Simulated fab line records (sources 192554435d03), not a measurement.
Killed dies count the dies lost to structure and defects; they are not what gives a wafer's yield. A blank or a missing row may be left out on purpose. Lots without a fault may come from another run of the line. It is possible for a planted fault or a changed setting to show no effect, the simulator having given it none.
fab line records	flow n5_finfet
[record] lots = 6	wafers = 16	last_day = 19
route steps=1938 shown BEOL_M6@1218
lots with no fault: from the same line, run without faults
start_h: hours from the record's first day to the start of the lot's first wafer shown	wait_h: hours from the lot's prior step to this one	" unchanged from the row above	L1.1+2: a single row standing in for several wafers	- value missing, or start not given	* or withheld: withheld	< > ~ a bound
route shown NAME@n: a module of which the file shows steps, and the number in the route of the first	usual: mean/standard deviation of fault-free wafers	same: alike in all rows	chamber/n: place in a boat	sites: readings site by site	_std_site: how widely they spread, as a standard deviation	_edge_site: mean of outer sites minus mean of inner sites	radius_mm: how far each site lies from the wafer's centre	mask NAME#n: copy n	behind: the most recent tool/chamber to have shaped the wafer	hold: why the lot went on hold/how many hours it stayed there/how the hold came to an end	device: the transistor (n, p or np) that didn't switch	end of line: the tests these same wafers got at the end of their route	step lacking rows: just its recipe	killed: the dies lost at the first sort to structure and to defects; this is not the yield of the wafer	map: the dies of a wafer, with x for killed, . for not killed, _ for no die there
set.NAME: the setting the step ran with; set.NAME@STEP: the setting that earlier step ran with	model.NAME: the simulator's own value behind a step, which no gauge read
lots at selected steps of the route; one table per step, one row per wafer
services: when a tool's chamber went out of use (start_h, in hours from the record's first day, below 0 if earlier), for how many hours, and the reason
[[steps]]
[step N5_BEOL_M6_COAT_63]
[recipe] resist = SOC	temp_c = 250	time_s = 60	spin_rpm = 1500	resist_thk_nm = 60
[step N5_BEOL_M6_COAT_64]
[recipe] resist = SiARC	temp_c = 220	time_s = 60	spin_rpm = 1500	resist_thk_nm = 12
[step N5_BEOL_M6_COAT_71]
[recipe] resist = underlayer	temp_c = 205	time_s = 60	spin_rpm = 1500	resist_thk_nm = 5
[step N5_BEOL_M6_COAT_22]
[recipe] resist = CAR-EUV	spin_rpm = 1500	resist_thk_nm = 30
[step N5_BEOL_M6_EBR_24]
[recipe] solvent = PGMEA	ebr_width_mm = 1.5
[step N5_BEOL_M6_SOFTBAKE_23]
[recipe] temp_c = 110	time_s = 60	resist = CAR-EUV
[step N5_BEOL_M6_EXPOSE_25]
[recipe] mask_id = V5	na = 0.33	source_shape = annular	sigma_inner = 0.4	sigma_outer = 0.8	polarization = unpolarized	target_cd_nm = 40	dose_mj = 45
[step N5_BEOL_M6_PEB_26]
[recipe] peb_temp_c = 100	peb_time_s = 60	resist = CAR-EUV
[step N5_BEOL_M6_DEVELOP_27]
[recipe] develop_time_s = 30	developer = TMAH	resist = CAR-EUV	rinse_liquid = surfactant_rinse	dry = air_spin	dev_temp_c = 23
[step N5_BEOL_M6_CD_MEAS_28]
[recipe] target_cd_nm = 40	landing_energy_ev = 500	detector = se_inlens
[usual] cd_nm = 40.06/0.25
[same] landing_energy_ev = 500
lot.wafer	tool	chamber	start_h	wait_h	cd_nm
L654.1	cd_sem-01	0	250.17	-	40.20
L654.2	"	0	"	"	40.37
L654.5	"	0	"	"	40.42
L653.2	cd_sem-01	0	257.03	-	39.59
L653.3	"	0	"	"	39.46
L653.4	"	0	"	"	39.72
L661.1	cd_sem-01	0	314.88	-	39.95
L661.3	"	0	"	"	39.87
L662.3	cd_sem-02	0	321.04	-	40.01
L662.6	"	0	"	"	40.49
L669.2	cd_sem-02	0	356.43	-	40.05
L669.3	"	0	"	"	40.01
L669.6	"	0	"	"	40.17
L672.2	cd_sem-02	0	363.32	-	39.82
L672.5	"	0	"	"	39.79
L672.6	"	0	"	"	39.97
[step N5_BEOL_M6_OVL_MEAS_29]
[recipe] points_per_wafer = 522
[usual] V5_OVL = -0.1/0.79
lot.wafer	tool	chamber	start_h	wait_h	V5_OVL[nm]
L654.1	overlay-01	0	250.20	0.0	0.3
L654.2	"	0	"	"	0.1
L654.5	"	0	"	"	0.6
L653.2	overlay-01	0	257.06	0.0	-0.9
L653.3	"	0	"	"	0.6
L653.4	"	0	"	"	-0.8
L661.1	overlay-01	0	314.91	0.0	-0.9
L661.3	"	0	"	"	-0.2
L662.3	overlay-01	0	321.08	0.0	-0.2
L662.6	"	0	"	"	0.3
L669.2	overlay-02	0	356.46	0.0	-1.8
L669.3	"	0	"	"	-1.0
L669.6	"	0	"	"	-1.0
L672.2	overlay-02	0	363.35	0.0	0.0
L672.5	"	0	"	"	1.3
L672.6	"	0	"	"	0.3
[step N5_BEOL_M6_INSPECT_30]
[recipe] mode = adi	inspect_instrument = brightfield
[usual] raw_defect_count = 399/79
lot.wafer	tool	chamber	start_h	wait_h	raw_defect_count
L654.1	defect_inspect-01	-	250.26	0.1	323
L654.2	"	-	"	"	527
L654.5	"	-	"	"	364
L653.2	defect_inspect-01	-	257.12	0.0	454
L653.3	"	-	"	"	427
L653.4	"	-	"	"	407
L661.1	defect_inspect-01	-	314.97	0.1	325
L661.3	"	-	"	"	458
L662.3	defect_inspect-02	-	321.13	0.1	312
L662.6	"	-	"	"	341
L669.2	defect_inspect-02	-	356.52	0.0	325
L669.3	"	-	"	"	349
L669.6	"	-	"	"	451
L672.2	defect_inspect-02	-	363.40	0.0	377
L672.5	"	-	"	"	490
L672.6	"	-	"	"	391
[step N5_BEOL_M6_DESCUM_33]
[recipe] chemistry = O2	time_s = 7	source_power_w = 50	bias_power_w = 20	pressure_mtorr = 20	rf_frequency_hz = 2.712e+07	temp_c = 40	resist = CAR-EUV	o2_flow_sccm = 225
[usual] bias_power_w = 19.99/0.064	drypump_motor_current_A = 5.8/0.56	oes_product_au = 0.82/0.079	rf_vpp_V = 243.5/1.6	showerhead_plenum_p_Torr = 2.12/0.087	throttle_valve_pct = 20.34/0.27
lot.wafer	tool	chamber	start_h	wait_h	bias_power_w	drypump_motor_current_A	oes_product_au	rf_hours_counter_h	rf_vpp_V	showerhead_plenum_p_Torr	throttle_valve_pct	model.CAR-EUV_of_BEOL_M6_COAT_22.thk_nm	model.BEOL_M6.cd_nm
L654.1	rie_diel-03	0	250.36	0.1	19.95	5.0	0.66	244	242.4	2.06	20.22	26.2	40.2
L654.2	"	1	"	"	20.04	6.3	0.82	81	242.8	2.02	20.67	26	40.2
L654.5	"	3	"	"	19.92	5.9	0.94	-	245.5	2.23	20.11	26	40.2
L653.2	rie_diel-02	0	257.15	0.0	20.06	5.3	0.82	67	244.6	2.20	20.42	26.2	40
L653.3	"	3	"	"	19.89	6.8	0.78	100	244.6	2.23	20.70	26.2	39.6
L653.4	"	1	"	"	19.82	5.6	0.86	51	242.3	2.05	20.17	26.2	39.8
L661.1	rie_diel-02	0	315.01	0.0	19.93	5.3	0.79	87	244.3	2.19	20.43	26.2	40
L661.3	"	1	"	"	20.05	5.6	0.84	73	241.6	2.04	20.21	24.8	40.2
L662.3	rie_diel-02	3	321.17	0.0	19.93	6.8	0.77	126	244.8	2.22	20.74	24.4	40.4
L662.6	"	0	"	"	19.94	5.3	0.78	-	244.4	2.19	20.43	26	40.4
L669.2	rie_diel-05	1	356.94	0.4	20.01	5.1	0.90	21	242.6	2.04	19.78	26.2	40
L669.3	"	2	"	"	19.94	5.8	0.77	141	242.7	2.09	20.18	26	40
L669.6	"	2	"	"	19.95	5.9	0.76	-	243.5	2.09	20.19	26.2	39.8
L672.2	rie_diel-05	0	363.44	0.0	20.08	6.4	0.89	40	245.9	2.21	20.57	26	39.6
L672.5	"	0	"	"	20.12	6.4	0.88	-	245.3	2.21	20.55	26	39.8
L672.6	"	3	"	"	20.03	5.3	1.02	-	242.8	2.06	19.84	26	40
[step N5_BEOL_M6_ETCH_72]
[recipe] chemistry = N2/H2	target = underlayer	target_depth_a = 65	mask_material = CAR-EUV	time_s = 5.2	ion_energy_ev = 200	pressure_mtorr = 30	source_w = 840	bias_w = 150	n2_flow_sccm = 200	h2_flow_sccm = 200	ends = cleared
[usual] drypump_motor_current_A = 5.8/0.56	etch_rf_on_time_s = 5.17/0.13	oes_product_au = 0.70/0.069	rf_vpp_V = 525/3.2	showerhead_plenum_p_Torr = 2.58/0.1	throttle_valve_pct = 17.78/0.27
lot.wafer	tool	chamber	start_h	wait_h	drypump_motor_current_A	etch_rf_on_time_s	oes_product_au	rf_hours_counter_h	rf_vpp_V	showerhead_plenum_p_Torr	throttle_valve_pct
L654.1	rie_diel-03	0	250.39	0.0	5.0	5.34	0.58	244	522	2.49	17.73
L654.2	"	1	"	"	6.3	5.07	0.71	81	521	2.48	18.18
L654.5	"	3	"	"	6.0	4.95	0.81	-	531	2.71	17.59
L653.2	rie_diel-02	0	257.18	0.0	5.3	5.36	0.69	67	529	2.69	17.86
L653.3	"	3	"	"	6.8	5.03	0.68	100	526	2.68	18.07
L653.4	"	1	"	"	5.6	5.29	0.73	51	523	2.49	17.65
L661.1	rie_diel-02	0	315.04	0.0	5.3	5.35	0.67	87	525	2.68	17.94
L661.3	"	1	"	"	5.6	5.35	0.68	73	521	2.48	17.68
L662.3	rie_diel-02	3	321.20	0.0	6.8	5.07	0.66	126	527	2.67	18.11
L662.6	"	0	"	"	5.3	5.35	0.67	-	529	2.68	17.90
L669.2	rie_diel-05	1	356.98	0.0	5.2	5.19	0.78	21	521	2.49	17.25
L669.3	"	2	"	"	5.9	5.22	0.65	141	525	2.54	17.54
L669.6	"	2	"	"	5.8	5.22	0.65	-	523	2.54	17.53
L672.2	rie_diel-05	0	363.47	0.0	6.4	5.02	0.74	40	527	2.70	17.98
L672.5	"	0	"	"	6.4	5.02	0.75	-	529	2.70	17.99
L672.6	"	3	"	"	5.3	5.17	0.87	-	522	2.52	17.46
[step N5_BEOL_M6_ETCH_65]
[recipe] chemistry = CF4	target = SiARC	target_depth_a = 156	mask_material = CAR-EUV	time_s = 26	ion_energy_ev = 80	pressure_mtorr = 40	source_w = 545	bias_w = 36	Ar_flow_sccm = 100	cf4_flow_sccm = 100	ends = cleared
[usual] drypump_motor_current_A = 5.8/0.57	etch_rf_on_time_s = 25.8/0.62	oes_product_au = 0.70/0.068	rf_vpp_V = 184.5/1.3	showerhead_plenum_p_Torr = 2.16/0.086	throttle_valve_pct = 15.48/0.26
lot.wafer	tool	chamber	start_h	wait_h	drypump_motor_current_A	etch_rf_on_time_s	oes_product_au	rf_hours_counter_h	rf_vpp_V	showerhead_plenum_p_Torr	throttle_valve_pct
L654.1	rie_diel-03	0	250.41	0.0	5.0	26.5	0.58	244	183.9	2.10	15.48
L654.2	"	1	"	"	6.3	25.3	0.71	81	183.0	2.07	15.78
L654.5	"	3	"	"	5.9	24.9	0.83	-	186.2	2.26	15.20
L653.2	rie_diel-02	0	257.20	0.0	5.3	26.5	0.69	67	186.6	2.26	15.65
L653.3	"	3	"	"	6.8	25.1	0.68	100	184.7	2.23	15.65
L653.4	"	1	"	"	5.6	25.9	0.74	51	184.4	2.09	15.24
L661.1	rie_diel-02	0	315.06	0.0	5.3	26.7	0.67	87	186.0	2.26	15.72
L661.3	"	1	"	"	5.6	26.0	0.71	73	183.4	2.08	15.29
L662.3	rie_diel-02	3	321.22	0.0	6.8	25.2	0.65	126	185.4	2.22	15.71
L662.6	"	0	"	"	5.3	27.0	0.67	-	184.5	2.26	15.70
L669.2	rie_diel-05	1	356.99	0.0	5.1	25.9	0.78	21	184.9	2.09	15.06
L669.3	"	2	"	"	5.8	26.0	0.65	141	183.3	2.13	15.32
L669.6	"	2	"	"	5.8	26.1	0.65	-	183.6	2.13	15.30
L672.2	rie_diel-05	0	363.49	0.0	6.4	25.2	0.75	40	185.1	2.27	15.73
L672.5	"	0	"	"	6.4	25.0	0.75	-	186.3	2.27	15.74
L672.6	"	3	"	"	5.3	25.7	0.88	-	183.2	2.11	15.02
[step N5_BEOL_M6_ETCH_66]
[recipe] chemistry = N2/H2	target = SOC	target_depth_a = 800	overetch_a = 160	mask_material = SiARC	temp_c = 40	time_s = 120	ion_energy_ev = 200	pressure_mtorr = 30	source_w = 840	bias_w = 150	n2_flow_sccm = 200	h2_flow_sccm = 200
[usual] drypump_motor_current_A = 5.8/0.56	oes_product_au = 0.63/0.057	rf_vpp_V = 524.7/3	showerhead_plenum_p_Torr = 2.58/0.1	throttle_valve_pct = 17.74/0.27
lot.wafer	tool	chamber	start_h	wait_h	drypump_motor_current_A	oes_product_au	rf_hours_counter_h	rf_vpp_V	showerhead_plenum_p_Torr	throttle_valve_pct
L654.1	rie_diel-03	0	250.44	0.0	5.0	0.52	244	521.8	2.49	17.68
L654.2	"	1	"	"	6.3	0.64	81	523.1	2.48	18.15
L654.5	"	3	"	"	5.9	0.73	-	529.7	2.72	17.54
L653.2	rie_diel-02	0	257.23	0.0	5.3	0.63	67	527.9	2.69	17.84
L653.3	"	3	"	"	6.8	0.60	100	525.8	2.68	18.04
L653.4	"	1	"	"	5.6	0.66	51	522.6	2.49	17.60
L661.1	rie_diel-02	0	315.08	0.0	5.3	0.61	87	526.3	2.68	17.87
L661.3	"	1	"	"	5.6	0.64	73	522.5	2.48	17.63
L662.3	rie_diel-02	3	321.24	0.0	6.8	0.58	126	526.5	2.67	18.09
L662.6	"	0	"	"	5.3	0.61	-	526.3	2.68	17.88
L669.2	rie_diel-05	1	357.02	0.0	5.2	0.70	21	522.2	2.49	17.19
L669.3	"	2	"	"	5.9	0.58	141	524.8	2.54	17.47
L669.6	"	2	"	"	5.8	0.59	-	523.9	2.54	17.49
L672.2	rie_diel-05	0	363.52	0.0	6.4	0.65	40	527.2	2.70	17.95
L672.5	"	0	"	"	6.4	0.65	-	529.8	2.70	17.94
L672.6	"	3	"	"	5.3	0.77	-	523.4	2.52	17.40
[step N5_BEOL_M6_STRIP_69]
[recipe] chemistry = N2/H2	temp_c = 40	n2_flow_sccm = 200	h2_flow_sccm = 200	rf_frequency_hz = 6e+07
[step N5_BEOL_M6_STRIP_73]
[recipe] chemistry = N2/H2	temp_c = 40	n2_flow_sccm = 200	h2_flow_sccm = 200	rf_frequency_hz = 6e+07
[step N5_BEOL_M6_VIA_ETCH_34]
[recipe] chemistry = C4F6/O2	target = SiCOH_lowk	target_depth_a = 1263	mask_material = SOC	taper_deg = 4	time_s = 50.9	ion_energy_ev = 250	pressure_mtorr = 30	source_w = 345	bias_w = 185	Ar_flow_sccm = 300	C4F6_flow_sccm = 10	O2_flow_sccm = 10
[usual] O2_flow_sccm = 10.00/0.031	drypump_motor_current_A = 5.8/0.56	oes_product_au = 0.82/0.078	rf_vpp_V = 667/14	showerhead_plenum_p_Torr = 2.88/0.12	throttle_valve_pct = 20.78/0.3
lot.wafer	tool	chamber	start_h	wait_h	O2_flow_sccm	drypump_motor_current_A	oes_product_au	rf_hours_counter_h	rf_vpp_V	showerhead_plenum_p_Torr	throttle_valve_pct	model.BEOL_M6.cd_nm
L654.1	rie_diel-03	0	250.54	0.0	9.99	5.0	0.68	244	701	2.80	20.64	40.2
L654.2	"	1	"	"	10.00	6.3	0.82	81	650	2.75	21.10	40.6
L654.5	"	3	"	"	9.98	6.0	0.97	-	682	3.02	20.55	40.4
L653.2	rie_diel-02	0	257.33	0.0	9.95	5.3	0.81	67	674	3.02	21.10	40
L653.3	"	3	"	"	9.98	6.8	0.79	100	666	2.97	20.99	39.8
L653.4	"	1	"	"	9.92	5.6	0.87	51	658	2.76	20.47	40
L661.1	rie_diel-02	0	315.19	0.0	10.00	5.3	0.78	87	672	3.02	21.13	40
L661.3	"	1	"	"	10.02	5.7	0.83	73	657	2.75	20.50	40.2
L662.3	rie_diel-02	3	321.35	0.0	10.03	6.8	0.77	126	663	2.96	20.99	40.6
L662.6	"	0	"	"	9.99	5.3	0.79	-	671	3.01	21.14	40.4
L669.2	rie_diel-05	1	357.12	0.0	10.03	5.2	0.91	21	657	2.78	20.32	40.2
L669.3	"	2	"	"	9.97	5.8	0.77	141	659	2.83	20.50	40
L669.6	"	2	"	"	9.98	5.8	0.76	-	658	2.83	20.50	40
L672.2	rie_diel-05	0	363.62	0.0	9.96	6.4	0.87	40	667	3.02	21.15	39.8
L672.5	"	0	"	"	10.01	6.4	0.88	-	667	3.02	21.14	40.2
L672.6	"	3	"	"	10.00	5.3	1.00	-	653	2.81	20.35	40.4
[step N5_BEOL_M6_STRIP_76]
[recipe] chemistry = C4F6/O2	resist = SiARC	rf_frequency_hz = 6e+07
[[services]]
tool	chamber	start_h	hours	kind
rie_diel-03	2	231.55	11.5	repair
rie_diel-02	1	247.44	4.9	repair
rie_diel-03	0	266.35	-	clean
rie_diel-03	0	266.35	-	consumable_replace:focus_ring
rie_diel-03	0	266.35	23.3	scheduled_down
rie_diel-03	0	266.35	23.3	vent_cycle
rie_diel-05	1	281.94	-	clean
rie_diel-05	1	281.94	-	consumable_replace:focus_ring
rie_diel-05	1	281.94	25.9	scheduled_down
rie_diel-05	1	281.94	25.9	vent_cycle
rie_diel-03	2	283.66	7.7	repair
rie_diel-05	2	330.50	5.1	repair
rie_diel-05	3	337.74	-	clean
rie_diel-05	3	337.74	-	consumable_replace:focus_ring
rie_diel-05	3	337.74	25.2	scheduled_down
rie_diel-05	3	337.74	25.2	vent_cycle
[[key]]
first_sign none at tools or gauges
[model_effect] step = N5_BEOL_M6_DESCUM_33	value = CAR-EUV_of_BEOL_M6_COAT_22.thk_nm	without = 26.1	struck = 24.6
[model_effect] step = N5_BEOL_M6_VIA_ETCH_34	value = BEOL_M6.cd_nm	without = 40	struck = 40.4
met_at N5_BEOL_M6_DESCUM_33
struck_wafers L661.3,L662.3
onset_between 257.15 315.01
[fault] kind = process_parameter_drift	tool = rie_diel-02	chamber = -	onset_h = 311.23	steps = N5_BEOL_M6_DESCUM_33	channel = time_s	offset = *	shape = step	end_h = 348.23	scope = struck_wafers_only	acts_in = *	stated = *
